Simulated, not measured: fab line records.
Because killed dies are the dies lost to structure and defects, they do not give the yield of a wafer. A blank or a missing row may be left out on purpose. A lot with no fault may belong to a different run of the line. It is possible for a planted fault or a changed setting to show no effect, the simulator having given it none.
fab line records    flow nand_harc
record: lots: 6  wafers: 18  last_day: 25
route steps=1159 shown A_CONTACT@946 END@1159
lots that met no fault: from a run of the same line without faults
start_h: the number of hours between the record's first day and the start of the first shown wafer of the lot    wait_h: how many hours have passed since the lot's step before this one    " same as the row above    L1.1+2: a row that stands for several wafers    - no value, or no start given    * or withheld: withheld    < > ~ a bound
route shown NAME@n: NAME is a module with steps in the file, n the number in the route of the first one    usual: mean and standard deviation over wafers with no fault    same: alike in all rows    chamber/n: place in a boat    sites: readings site by site    _std_site: the values' standard deviation    _edge_site: inner sites' mean taken away from outer sites' mean    radius_mm: how far each site lies from the wafer's centre    mask NAME#n: copy n    behind: tool/chamber where the wafer was last shaped    hold: cause of the lot's hold/its duration in hours/its outcome    device: transistor that didn't switch, given as n, p or np    end of line: the route-end tests of the same wafers    for a step that has no rows: nothing shown but its recipe    killed: count of dies lost to structure and defects at first sort (not the wafer's yield)    map: per-die view of a wafer (x killed, . not killed, _ where there is no die)
set.NAME: the setting the step ran with; set.NAME@STEP: the setting that earlier step ran with    model.NAME: the simulator's own value behind a step, which no gauge read
lots at selected steps of the route; one table per step, one row per wafer
services: a tool's chamber out of use, with start hour (start_h, from the record's first day; less than 0 if before it), hours out, and reason
== steps ==
step: NHARC_A_CONTACT_ETCH_137
recipe: source_w: withheld  pressure_mtorr: 20  bias_v: 3000  time_s: 132  target_depth_a: 12870  ar_flow_sccm: withheld  c4f8_flow_sccm: withheld  o2_flow_sccm: withheld  chemistry: C4F8/O2/Ar
lot.wafer  tool             chamber  start_h  wait_h  rf_hours_counter_h
L210.1     har_cap_etch-02  0        425.04   0.1     18
L210.3     "                0        "        "       -
L210.6     "                1        "        "       -
L213.2     har_cap_etch-03  1        432.97   0.1     93
L213.4     "                1        "        "       -
L213.6     "                1        "        "       -
L214.2     har_cap_etch-03  0        441.96   0.1     94
L214.4     "                0        "        "       -
L214.6     "                1        "        "       -
L216.1     har_cap_etch-02  1        444.94   0.1     21
L216.2     "                0        "        "       21
L216.5     "                0        "        "       -
L225.2     har_cap_etch-03  0        507.36   0.1     107
L225.4     "                0        "        "       -
L225.3     "                1        "        "       -
L228.1     har_cap_etch-03  1        526.53   0.1     112
L228.3     "                0        "        "       -
L228.4     "                1        "        "       -
step: NHARC_A_CONTACT_ETCH_138
recipe: source_w: withheld  pressure_mtorr: 20  bias_v: 3000  time_s: 132  target_depth_a: 12890  ar_flow_sccm: withheld  c4f8_flow_sccm: withheld  o2_flow_sccm: withheld  chemistry: C4F8/O2/Ar
step: NHARC_A_CONTACT_ETCH_139
recipe: source_w: withheld  pressure_mtorr: 20  bias_v: 400  time_s: 137  target_depth_a: 5900  ar_flow_sccm: withheld  c4f8_flow_sccm: 11.5  o2_flow_sccm: 7.2  chemistry: C4F8/O2/Ar
step: NHARC_A_CONTACT_ETCH_92
recipe: target_depth_a: 400  over_etch_frac: 0.5  time_s: 85.7  ion_energy_ev: 120  ch3f_flow_sccm: 50  o2_flow_sccm: 30  ar_flow_sccm: 200  rf_w: 500  bias_w: 100  chemistry: CH3F/O2
usual: drypump_motor_current_A: 5.9/0.41  oes_product_au: 0.94/0.033  rf_vpp_V: 244.8/1.5  showerhead_plenum_p_Torr: 2.49/0.094  throttle_valve_pct: 20.663/0.0091
lot.wafer  tool         chamber  start_h  wait_h  drypump_motor_current_A  oes_product_au  rf_hours_counter_h  rf_vpp_V  showerhead_plenum_p_Torr  throttle_valve_pct
L210.1     rie_diel-07  3        425.67   0.3     6.0                      0.93            3                   243.9     2.47                      20.649
L210.3     "            0        "        "       6.3                      0.92            2                   245.5     2.55                      20.668
L210.6     "            0        "        "       6.3                      0.91            -                   245.1     2.55                      20.663
L213.2     rie_diel-07  3        433.62   0.4     6.0                      0.93            4                   244.1     2.47                      20.664
L213.4     "            1        "        "       6.2                      0.95            4                   244.2     2.40                      20.664
L213.6     "            3        "        "       6.0                      0.95            -                   245.8     2.47                      20.676
L214.4     rie_diel-09  3        442.62   0.3     5.1                      1.01            0                   246.0     2.56                      20.665
L214.2     "            0        "        "       5.9                      0.98            0                   245.9     2.50                      20.670
L214.6     "            3        "        "       5.1                      1.01            -                   245.7     2.56                      20.652
L216.2     rie_diel-09  2        445.59   0.3     5.8                      0.98            0                   246.0     2.61                      20.669
L216.1     "            3        "        "       5.1                      1.01            0                   246.7     2.56                      20.653
L216.5     "            2        "        "       5.8                      0.98            -                   247.2     2.61                      20.665
L225.4     rie_diel-07  1        508.02   0.3     6.2                      0.93            17                  242.9     2.40                      20.665
L225.2     "            2        "        "       5.5                      0.95            18                  241.6     2.31                      20.664
L225.3     "            3        "        "       6.0                      0.92            19                  243.5     2.46                      20.645
L228.4     rie_diel-10  3        527.15   0.2     5.0                      0.93            57                  245.9     2.61                      20.671
L228.1     "            1        "        "       5.7                      0.93            54                  244.0     2.46                      20.661
L228.3     "            2        "        "       6.6                      0.94            63                  245.3     2.61                      20.668
step: NHARC_A_CONTACT_ETCH_98
recipe: target_depth_a: 200  over_etch_frac: 0.5  time_s: 10  ion_energy_ev: 250  c4f6_flow_sccm: 25  o2_flow_sccm: 20  ar_flow_sccm: 500  rf_w: 600  bias_w: 500  chemistry: C4F6/O2
step: NHARC_A_CONTACT_CD_MEAS_15
usual: cd_nm: 89.9/0.61
lot.wafer  tool       chamber  start_h  wait_h  cd_nm
L210.1     cd_sem-01  -        425.88   -       90.0
L210.3     "          -        "        "       89.9
L210.6     "          -        "        "       90.5
L213.2     cd_sem-02  -        433.84   -       89.8
L213.4     "          -        "        "       89.4
L213.6     "          -        "        "       89.2
L214.2     cd_sem-02  -        442.83   -       90.1
L214.4     "          -        "        "       89.5
L214.6     "          -        "        "       89.8
L216.1     cd_sem-01  -        445.81   -       89.0
L216.2     "          -        "        "       90.7
L216.5     "          -        "        "       90.5
L225.2     cd_sem-03  -        508.22   -       90.3
L225.3     "          -        "        "       89.7
L225.4     "          -        "        "       89.7
L228.1     cd_sem-01  -        527.37   -       89.7
L228.3     "          -        "        "       89.2
L228.4     "          -        "        "       90.2
step: NHARC_A_CONTACT_STRIP_107
recipe: n2_flow_sccm: 150  h2_flow_sccm: 150  ar_flow_sccm: 0  bias_w: 0  chemistry: N2/H2
step: NHARC_A_CONTACT_STRIP_108
recipe: cf4_flow_sccm: 100  chf3_flow_sccm: 30  ar_flow_sccm: 0  bias_w: 0  chemistry: CF4/CHF3
step: NHARC_A_CONTACT_STRIP_109
recipe: o2_flow_sccm: 400  cos_flow_sccm: 20  ar_flow_sccm: 0  bias_w: 0  chemistry: O2/COS
step: NHARC_A_CONTACT_ETCH_110
recipe: target_depth_a: 500  overetch_a: 50  time_s: 27.5  ion_energy_ev: 100  cf4_flow_sccm: 80  o2_flow_sccm: 20  ar_flow_sccm: 0  rf_w: 300  bias_w: 100  chemistry: CF4/O2
usual: drypump_motor_current_A: 5.9/0.43  oes_product_au: 1.000/0.014  rf_vpp_V: 198.1/1.3  showerhead_plenum_p_Torr: 1.35/0.053  throttle_valve_pct: 13.397/0.0086
lot.wafer  tool         chamber  start_h  wait_h  drypump_motor_current_A  oes_product_au  rf_hours_counter_h  rf_vpp_V  showerhead_plenum_p_Torr  throttle_valve_pct
L210.3     rie_diel-09  0        426.22   0.1     5.9                      0.988           56                  198.1     1.36                      13.400
L210.1     "            1        "        "       5.7                      1.005           58                  196.4     1.34                      13.387
L210.6     "            3        "        "       5.1                      1.011           -                   199.2     1.39                      13.404
L213.2     rie_diel-07  3        434.15   0.1     6.0                      0.996           4                   198.0     1.34                      13.405
L213.6     "            2        "        "       5.5                      1.001           -                   196.9     1.25                      13.400
L213.4     "            3        "        "       6.0                      1.008           -                   196.8     1.34                      13.399
L214.2     rie_diel-09  0        443.12   0.0     5.9                      1.003           0                   197.4     1.36                      13.399
L214.4     "            2        "        "       5.8                      0.983           0                   200.6     1.42                      13.381
L214.6     "            1        "        "       5.8                      0.972           -                   196.4     1.34                      13.405
L216.2     rie_diel-09  1        446.10   0.1     5.7                      0.965           0                   198.7     1.34                      13.398
L216.1     "            3        "        "       5.1                      1.016           0                   199.5     1.39                      13.401
L216.5     "            0        "        "       5.9                      0.988           -                   198.2     1.36                      13.398
L225.4     rie_diel-07  2        508.51   0.1     5.5                      1.030           18                  196.5     1.25                      13.404
L225.3     "            3        "        "       6.0                      0.996           19                  197.5     1.34                      13.400
L225.2     "            1        "        "       6.2                      0.995           17                  198.0     1.30                      13.395
L228.3     rie_diel-10  1        527.73   0.1     5.8                      1.032           54                  197.6     1.33                      13.397
L228.4     "            3        "        "       5.0                      0.999           57                  197.6     1.42                      13.407
L228.1     "            0        "        "       6.1                      1.010           61                  197.6     1.30                      13.395
step: NHARC_A_CONTACT_STRIP_26
recipe: o2_flow_sccm: 500  ar_flow_sccm: 0  bias_w: 0  chemistry: O2
usual: drypump_motor_current_A: 5.9/0.42  oes_product_au: 1.000/0.016  rf_vpp_V: 57.9/0.86  showerhead_plenum_p_Torr: 3.55/0.13  throttle_valve_pct: 17.037/0.0086
lot.wafer  tool         chamber  start_h  wait_h  drypump_motor_current_A  oes_product_au  rf_hours_counter_h  rf_vpp_V  showerhead_plenum_p_Torr  throttle_valve_pct
L210.3     rie_diel-09  1        -        -       5.8                      0.988           58                  57.0      3.53                      17.038
L210.1     "            2        "        "       5.8                      1.011           58                  58.0      3.74                      17.026
L210.6     "            3        "        "       5.1                      1.014           -                   57.5      3.67                      17.018
L213.2     rie_diel-07  1        -        -       6.2                      1.022           4                   56.5      3.45                      17.029
L213.6     "            1        "        "       6.2                      1.007           -                   58.3      3.45                      17.048
L213.4     "            2        "        "       5.5                      1.016           -                   56.1      3.33                      17.037
L214.2     rie_diel-09  1        -        -       5.8                      0.978           0                   57.8      3.53                      17.041
L214.4     "            3        "        "       5.1                      1.030           0                   57.8      3.67                      17.025
L214.6     "            1        "        "       5.8                      0.977           -                   56.7      3.53                      17.040
L216.1     rie_diel-09  0        -        -       5.9                      0.998           0                   58.3      3.58                      17.029
L216.2     "            1        "        "       5.8                      0.959           0                   58.5      3.53                      17.029
L216.5     "            0        "        "       5.9                      1.000           -                   57.8      3.58                      17.056
L225.2     rie_diel-07  2        -        -       5.5                      1.027           18                  57.9      3.32                      17.049
L225.3     "            3        "        "       6.0                      0.997           19                  57.4      3.53                      17.040
L225.4     "            0        "        "       6.3                      0.982           15                  58.2      3.65                      17.039
L228.1     rie_diel-10  3        -        -       5.0                      1.001           57                  57.4      3.73                      17.028
L228.4     "            0        "        "       6.1                      1.006           61                  57.7      3.44                      17.040
L228.3     "            2        "        "       6.6                      1.010           64                  57.7      3.73                      17.042
step: NHARC_A_CONTACT_STRIP_27
recipe: time_s: 600  temp_c: 30  chemistry: post_etch_residue_remover
step: NHARC_A_CONTACT_ALD_18
recipe: target_thk_a: 30  pulse_time_s: 1  ald_cycles: 150  temp_c: 450  material: TiN
usual: ald_cycles: 150/0  heater_power_w: 1122/67  precursor_pulse_height_rel: 1.000/0.019
lot.wafer  tool          chamber  start_h  wait_h  ald_cycles  heater_power_w  precursor_pulse_height_rel
L210.3     ald_metal-04  3        426.90   -       150         1027            1.022
L210.1     "             1        "        "       150         1079            0.994
L210.6     "             2        "        "       150         1143            0.976
L213.2     ald_metal-01  3        434.89   -       68          1090            1.019
L213.4     "             0        "        "       68          1155            1.016
L213.6     "             2        "        "       68          1241            1.022
L214.4     ald_metal-01  1        443.76   -       68          1067            0.989
L214.2     "             3        "        "       68          1095            0.986
L214.6     "             1        "        "       68          1070            0.986
L216.2     ald_metal-04  0        446.78   -       150         1117            0.997
L216.1     "             1        "        "       150         1111            1.017
L216.5     "             2        "        "       150         1135            1.014
L225.4     ald_metal-01  0        509.17   -       150         1140            1.005
L225.3     "             1        "        "       150         1057            1.006
L225.2     "             2        "        "       150         1217            1.010
L228.1     ald_metal-03  0        528.37   -       150         1148            0.974
L228.3     "             2        "        "       150         1175            1.001
L228.4     "             3        "        "       150         1017            0.986
step: NHARC_A_CONTACT_CVD_19
recipe: target_thk_a: 3000  temp_c: 300  pressure_torr: 40  wf6_flow_sccm: 40  h2_flow_sccm: 1600  ar_flow_sccm: 1560  time_s: 802  material: W
usual: heater_power_w: 500/34  throttle_valve_pct: 7.86/0.21
lot.wafer  tool      chamber  start_h  wait_h  heater_power_w  throttle_valve_pct
L210.1     cvd_w-02  1        -        -       483             7.89
L210.3     "         1        "        "       489             8.00
L210.6     "         1        "        "       469             7.96
L213.2     cvd_w-02  0        -        -       509             7.74
L213.4     "         0        "        "       520             7.82
L213.6     "         0        "        "       504             7.95
L214.2     cvd_w-01  0        -        -       549             7.82
L214.4     "         1        "        "       444             7.90
L214.6     "         1        "        "       440             7.82
L216.2     cvd_w-02  0        -        -       498             7.76
L216.1     "         1        "        "       486             8.15
L216.5     "         0        "        "       512             7.70
L225.2     cvd_w-01  0        -        -       557             7.64
L225.4     "         0        "        "       539             7.79
L225.3     "         1        "        "       472             7.59
L228.1     cvd_w-02  1        -        -       472             8.08
L228.3     "         0        "        "       508             8.04
L228.4     "         1        "        "       460             8.05
step: NHARC_END_SORT_01
recipe: temp_c: 25
usual: killed_at_array: 30/10  killed_at_other: 0.5/0.82  killed_at_periphery: 2.9/2  killed_dies: 34/11  killed_open: 3.2/1.8  killed_short: 2.0/1.4
same: gross_dies: 677
lot.wafer  tool       chamber  start_h  wait_h  killed_at_array  killed_at_other  killed_at_periphery  killed_dies  killed_open  killed_short
L213.2     prober-02  0        482.74   2.8     676              0                1                    677          1            3
L213.4     prober-02  0        484.34   3.4     674              0                3                    677          1            1
L213.6     prober-02  0        485.94   4.0     670              0                7                    677          5            2
L216.1     prober-01  0        502.54   2.5     26               1                4                    31           6            3
L216.2     prober-01  0        503.33   2.8     33               0                3                    36           5            5
L216.5     prober-01  0        505.72   3.7     30               1                0                    31           3            3
L214.2     prober-02  0        503.38   2.8     674              0                3                    677          6            0
L214.4     prober-02  0        504.98   3.4     672              2                3                    677          3            3
L214.6     prober-02  0        506.59   4.0     675              0                2                    677          5            3
L225.2     prober-01  0        567.16   2.8     63               0                7                    70           4            1
L225.3     prober-01  0        567.95   3.1     39               0                2                    41           1            2
L225.4     prober-01  0        568.74   3.4     43               0                5                    48           1            4
L228.1     prober-02  0        591.04   2.5     40               1                3                    44           4            3
L228.3     prober-02  0        592.64   3.1     53               0                3                    56           4            1
L228.4     prober-02  0        593.43   3.4     43               0                2                    45           5            1
killed by level:class
L213.2 A_CONTACT:area_ald=641 A_CHANNEL_HOLE_D1:chamber_film_flake=14 A_SLIT:chamber_film_flake=8 A_CONTACT:chamber_film_flake=7 A_WL_FILL:geometric_particle:short=2 A_STAIRCASE:chamber_film_flake=2 A_CHANNEL_HOLE_D1:geometric_particle:short=1 A_CHANNEL_FILL_D1:geometric_particle:open=1
L213.4 A_CONTACT:area_ald=643 A_CHANNEL_HOLE_D1:chamber_film_flake=11 A_SLIT:chamber_film_flake=10 A_STAIRCASE:chamber_film_flake=4 A_CONTACT:chamber_film_flake=3 A_WL_FILL:geometric_particle:short=1 A_CONTACT:geometric_particle:open=1 P_STI:chamber_film_flake=1
L213.6 A_CONTACT:area_ald=641 A_SLIT:chamber_film_flake=12 A_CHANNEL_HOLE_D1:chamber_film_flake=8 P_CONTACT:chamber_film_flake=3 A_STAIRCASE:chamber_film_flake=3 P_M1:geometric_particle:open=2 A_CONTACT:chamber_film_flake=2 P_M0:geometric_particle:open=1
L216.1 A_SLIT:chamber_film_flake=11 A_CHANNEL_HOLE_D1:chamber_film_flake=5 A_WL_FILL:geometric_particle:open=2 A_STAIRCASE:chamber_film_flake=2 A_WL_FILL:chamber_film_flake=2 P_M0:geometric_particle:open=1 P_M0:geometric_particle:short=1 P_M1:geometric_particle:open=1
L216.2 A_SLIT:chamber_film_flake=11 A_CHANNEL_HOLE_D1:chamber_film_flake=6 A_STAIRCASE:chamber_film_flake=5 A_M0:geometric_particle:short=2 P_ZERO_WELL:chamber_film_flake=2 P_M0:geometric_particle:open=1 A_CHANNEL_HOLE_D1:geometric_particle:open=1 A_CHANNEL_FILL_D1:geometric_particle:open=1
L214.2 A_CONTACT:area_ald=641 A_CHANNEL_HOLE_D1:chamber_film_flake=11 A_SLIT:chamber_film_flake=9 A_STAIRCASE:chamber_film_flake=5 A_CONTACT:chamber_film_flake=4 P_GATE:geometric_particle:open=2 P_CONTACT:geometric_particle:open=1 A_CHANNEL_FILL_D1:geometric_particle:open=1
L214.4 A_CONTACT:area_ald=628 A_CHANNEL_HOLE_D1:chamber_film_flake=12 A_SLIT:chamber_film_flake=12 A_CONTACT:chamber_film_flake=8 A_STAIRCASE:chamber_film_flake=6 THIN_TSV:chamber_film_flake=2 P_GATE:geometric_particle:open=1 A_ONON_D1:geometric_particle:short=1
L216.5 A_SLIT:chamber_film_flake=9 A_CHANNEL_HOLE_D1:chamber_film_flake=7 A_CONTACT:chamber_film_flake=3 A_STAIRCASE:chamber_film_flake=3 A_WL_FILL:chamber_film_flake=2 A_ONON_D1:geometric_particle:open=1 A_CHANNEL_FILL_D1:geometric_particle:open=1 A_CHANNEL_FILL_D1:geometric_particle:short=1
L214.6 A_CONTACT:area_ald=636 A_SLIT:chamber_film_flake=12 A_CHANNEL_HOLE_D1:chamber_film_flake=11 A_CONTACT:chamber_film_flake=6 A_CONTACT:geometric_particle:open=2 A_STAIRCASE:chamber_film_flake=2 P_GATE:geometric_particle:open=1 A_ONON_D1:geometric_particle:short=1
L225.2 A_SLIT:chamber_film_flake=29 A_CHANNEL_HOLE_D1:chamber_film_flake=23 P_M2:chamber_film_flake=4 A_CONTACT:chamber_film_flake=3 A_STAIRCASE:chamber_film_flake=2 A_ZERO_WELL:chamber_film_flake=2 P_M0:geometric_particle:open=1 A_SOURCE_PLATE:geometric_particle:short=1
L225.3 A_SLIT:chamber_film_flake=17 A_CHANNEL_HOLE_D1:chamber_film_flake=11 A_CONTACT:chamber_film_flake=5 A_STAIRCASE:chamber_film_flake=3 P_CONTACT:geometric_particle:short=1 A_CHANNEL_FILL_D1:geometric_particle:short=1 A_M1:geometric_particle:open=1 P_M2:chamber_film_flake=1
L225.4 A_SLIT:chamber_film_flake=21 A_CHANNEL_HOLE_D1:chamber_film_flake=15 A_CONTACT:chamber_film_flake=6 P_CONTACT:geometric_particle:short=1 P_M0:geometric_particle:open=1 P_M0:geometric_particle:short=1 P_M1:geometric_particle:short=1 A_CHANNEL_FILL_D1:geometric_particle:short=1
L228.1 A_SLIT:chamber_film_flake=22 A_CONTACT:chamber_film_flake=8 A_CHANNEL_HOLE_D1:chamber_film_flake=6 P_CONTACT:geometric_particle:short=2 A_CONTACT:geometric_particle:open=2 P_M0:geometric_particle:open=1 A_SGD_CUT:geometric_particle:open=1 STARTING-WAFER:geometric_particle:short=1
L228.3 A_SLIT:chamber_film_flake=19 A_CHANNEL_HOLE_D1:chamber_film_flake=11 A_CONTACT:chamber_film_flake=11 A_WL_FILL:chamber_film_flake=3 A_CONTACT:geometric_particle:open=2 P_STI:chamber_film_flake=2 A_STAIRCASE:chamber_film_flake=2 A_ONON_D1:geometric_particle:open=1
L228.4 A_SLIT:chamber_film_flake=15 A_CHANNEL_HOLE_D1:chamber_film_flake=12 A_CONTACT:chamber_film_flake=10 A_WL_FILL:geometric_particle:open=2 P_STI:geometric_particle:open=1 A_SOURCE_PLATE:geometric_particle:short=1 A_ONON_D1:geometric_particle:open=1 A_CONTACT:geometric_particle:open=1
map L213.2 (x killed, . not)
____________x____________
_________xxxxxxx_________
_______xxxxxxxxxxx_______
______xxxxxxxxxxxxx______
_____xxxxxxxxxxxxxxx_____
____xxxxxxxxxxxxxxxxx____
____xxxxxxxxxxxxxxxxx____
___xxxxxxxxxxxxxxxxxxx___
___xxxxxxxxxxxxxxxxxxx___
__xxxxxxxxxxxxxxxxxxxxx__
__xxxxxxxxxxxxxxxxxxxxx__
_xxxxxxxxxxxxxxxxxxxxxxx_
_xxxxxxxxxxxxxxxxxxxxxxx_
_xxxxxxxxxxxxxxxxxxxxxxx_
_xxxxxxxxxxxxxxxxxxxxxxx_
_xxxxxxxxxxxxxxxxxxxxxxx_
xxxxxxxxxxxxxxxxxxxxxxxxx
xxxxxxxxxxxxxxxxxxxxxxxxx
xxxxxxxxxxxxxxxxxxxxxxxxx
xxxxxxxxxxxxxxxxxxxxxxxxx
xxxxxxxxxxxxxxxxxxxxxxxxx
_xxxxxxxxxxxxxxxxxxxxxxx_
_xxxxxxxxxxxxxxxxxxxxxxx_
_xxxxxxxxxxxxxxxxxxxxxxx_
_xxxxxxxxxxxxxxxxxxxxxxx_
_xxxxxxxxxxxxxxxxxxxxxxx_
__xxxxxxxxxxxxxxxxxxxxx__
__xxxxxxxxxxxxxxxxxxxxx__
___xxxxxxxxxxxxxxxxxxx___
___xxxxxxxxxxxxxxxxxxx___
____xxxxxxxxxxxxxxxxx____
____xxxxxxxxxxxxxxxxx____
_____xxxxxxxxxxxxxxx_____
______xxxxxxxxxxxxx______
_______xxxxxxxxxxx_______
_________xxxxxxx_________
____________x____________
map L214.2 (x killed, . not)
____________x____________
_________xxxxxxx_________
_______xxxxxxxxxxx_______
______xxxxxxxxxxxxx______
_____xxxxxxxxxxxxxxx_____
____xxxxxxxxxxxxxxxxx____
____xxxxxxxxxxxxxxxxx____
___xxxxxxxxxxxxxxxxxxx___
___xxxxxxxxxxxxxxxxxxx___
__xxxxxxxxxxxxxxxxxxxxx__
__xxxxxxxxxxxxxxxxxxxxx__
_xxxxxxxxxxxxxxxxxxxxxxx_
_xxxxxxxxxxxxxxxxxxxxxxx_
_xxxxxxxxxxxxxxxxxxxxxxx_
_xxxxxxxxxxxxxxxxxxxxxxx_
_xxxxxxxxxxxxxxxxxxxxxxx_
xxxxxxxxxxxxxxxxxxxxxxxxx
xxxxxxxxxxxxxxxxxxxxxxxxx
xxxxxxxxxxxxxxxxxxxxxxxxx
xxxxxxxxxxxxxxxxxxxxxxxxx
xxxxxxxxxxxxxxxxxxxxxxxxx
_xxxxxxxxxxxxxxxxxxxxxxx_
_xxxxxxxxxxxxxxxxxxxxxxx_
_xxxxxxxxxxxxxxxxxxxxxxx_
_xxxxxxxxxxxxxxxxxxxxxxx_
_xxxxxxxxxxxxxxxxxxxxxxx_
__xxxxxxxxxxxxxxxxxxxxx__
__xxxxxxxxxxxxxxxxxxxxx__
___xxxxxxxxxxxxxxxxxxx___
___xxxxxxxxxxxxxxxxxxx___
____xxxxxxxxxxxxxxxxx____
____xxxxxxxxxxxxxxxxx____
_____xxxxxxxxxxxxxxx_____
______xxxxxxxxxxxxx______
_______xxxxxxxxxxx_______
_________xxxxxxx_________
____________x____________
== services ==
tool          chamber  start_h  hours  kind
rie_diel-07   -        405.22   9.0    pm
ald_metal-04  -        406.00   10.0   pm
ald_metal-03  0        410.25   14.4   repair
rie_diel-09   0        411.18   -      clean
rie_diel-09   1        411.18   -      clean
rie_diel-09   2        411.18   -      clean
rie_diel-09   3        411.18   -      clean
ald_metal-03  -        417.13   1.3    repair
rie_diel-09   -        431.35   9.0    pm
rie_diel-09   0        431.35   9.0    vent_cycle
rie_diel-09   1        431.35   9.0    vent_cycle
rie_diel-09   2        431.35   9.0    vent_cycle
rie_diel-09   3        431.35   9.0    vent_cycle
rie_diel-07   1        431.74   1.5    repair
rie_diel-09   0        440.35   -      clean
rie_diel-09   1        440.35   -      clean
rie_diel-09   2        440.35   -      clean
ald_metal-03  -        444.64   12.5   repair
ald_metal-01  -        458.00   10.0   pm
rie_diel-10   3        460.06   4.1    repair
rie_diel-10   3        479.12   10.5   repair
cvd_w-01      -        479.65   13.0   pm
rie_diel-10   0        485.28   9.0    repair
ald_metal-03  -        500.00   10.0   pm
== key ==
first_sign: step: NHARC_A_CONTACT_ALD_18  reading: ald_cycles  direction: down  sigmas: 99+  usual: 150  struck: 68
effect: step: NHARC_END_SORT_01  reading: killed_at_array  direction: up  sigmas: 62  usual: 30  struck: 674
more_kills_born_at: NHARC_A_CONTACT_ALD_18@ald_metal-01: 3830
met_at NHARC_A_CONTACT_ALD_18
struck_wafers L213.2,L213.4,L213.6,L214.2,L214.4,L214.6
later_rows_left_out L213.2,L213.4,L213.6,L214.2,L214.4,L214.6
tester_left_out L213,L214
fault: kind: process_parameter_drift  tool: ald_metal-01  chamber: -  onset_h: 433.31  steps: NHARC_A_CONTACT_ALD_18  channel: ald_cycles  offset: -82  shape: step  end_h: 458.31  acts_in: these_recipes_only  stated: 150
tester_left_out: of these lots the tester's yield and bins aren't shown, on N5 and GAA mostly nor the transistor test; their killed dies are dies lost to structure and defects alone, not to doping, threshold or leakage, so they don't give the yield
later_rows_left_out: the simulator's readings of these wafers behind a module that went badly wrong aren't trusted and aren't shown, but for the sort
